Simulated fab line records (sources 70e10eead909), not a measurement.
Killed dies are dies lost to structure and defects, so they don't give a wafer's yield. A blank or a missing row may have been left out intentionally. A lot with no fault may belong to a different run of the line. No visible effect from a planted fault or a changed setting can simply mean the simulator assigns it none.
Chamber matching | flow nandHarc | NHARC_A_CHANNEL_FILL_D2_CMP_10 on cmp-02: 3 sister chambers
The step polishes, target thk 150 nm. 3 wafers are shown with their chamber, then 6 later ones without.

## WAFERS, EACH WITH ITS CHAMBER
wafer  | chamber | motorCurrentA (A)
L087.2 | 3       | 11.1
L087.4 | 0       | 12.2
L090.5 | 2       | 10.7

## WAFERS WHOSE CHAMBER IS MISSING
wafer  | motorCurrentA (A)
L090.6 | 11.3
L091.4 | 10.9
L091.6 | 13.0
L097.2 | 12.0
L097.3 | 11.4
L097.5 | 11.3

## WHICH CHAMBER EACH WENT THROUGH
wafer  | from the rows above          | in truth
L090.6 | can't be placed: 3 or 2 or 0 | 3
L091.4 | can't be placed: 3 or 2      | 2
L091.6 | 0                            | 0
L097.2 | can't be placed: 0 or 3      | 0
L097.3 | can't be placed: 3 or 2 or 0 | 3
L097.5 | can't be placed: 3 or 2 or 0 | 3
Correctly placed: 1 of 6. Unplaceable from these rows: 5, with the true chamber sitting among the candidates in 5. 0 placed wrongly.
How it was worked out, from the rows above alone: a wafer's distance from a chamber is the root of the sum, over the readings, of the square of ((its reading less the chamber's mean) divided by the reading's scatter). If the next closest chamber is less than 2 further off than the closest, the wafer can't be placed; otherwise it belongs to the closest. For every chamber, the mean is computed from those of its wafers that are shown. The scatter (one wafer shown for each chamber): square how far every hidden wafer sits from the nearest shown wafer, average those squares and take the square root.
